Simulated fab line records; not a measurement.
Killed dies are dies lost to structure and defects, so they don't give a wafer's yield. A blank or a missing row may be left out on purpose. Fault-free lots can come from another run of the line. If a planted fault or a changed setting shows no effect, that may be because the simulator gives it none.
Matching of chambers -- flow nand-harc -- rie-diel-08 running NHARC_A_CHANNEL_FILL_D2_STRIP_28: 4 sister chambers
The step strips in O2, time 20 s. 4 wafers are shown with their chamber, then 12 later ones without.

## WAFERS, EACH WITH ITS CHAMBER
wafer,chamber,showerhead-plenum-p-Torr (Torr)
L086.2,3,3.57
L086.6,0,3.76
L087.3,1,3.73
L087.6,2,3.30

## WAFERS WHOSE CHAMBER IS MISSING
wafer,showerhead-plenum-p-Torr (Torr)
L091.2,3.75
L091.3,3.30
L091.6,3.30
L093.3,3.73
L093.4,3.30
L093.6,3.57
L094.1,3.57
L094.2,3.75
L094.4,3.30
L095.2,3.75
L095.3,3.57
L095.6,3.73

## CHAMBER TAKEN BY EACH
wafer,from the rows above,in truth
L091.2,0,0
L091.3,2,2
L091.6,2,2
L093.3,1,1
L093.4,2,2
L093.6,3,3
L094.1,3,3
L094.2,0,0
L094.4,2,2
L095.2,0,0
L095.3,3,3
L095.6,1,1
Correct placement for 12 of the 12. From these rows, 0 cannot be placed. Placed wrongly: 0.
How it was worked out, from the rows above alone: a wafer's distance from a chamber is the root of the sum, over the readings, of the square of ((its reading less the chamber's mean) divided by the reading's scatter). The wafer belongs to the nearest chamber; if the next one is less than 2 further off, it can't be placed. Each chamber's mean is taken over the wafers shown for it. The scatter (one wafer shown for each chamber): square how far every hidden wafer sits from the nearest shown wafer, average those squares and take the square root.
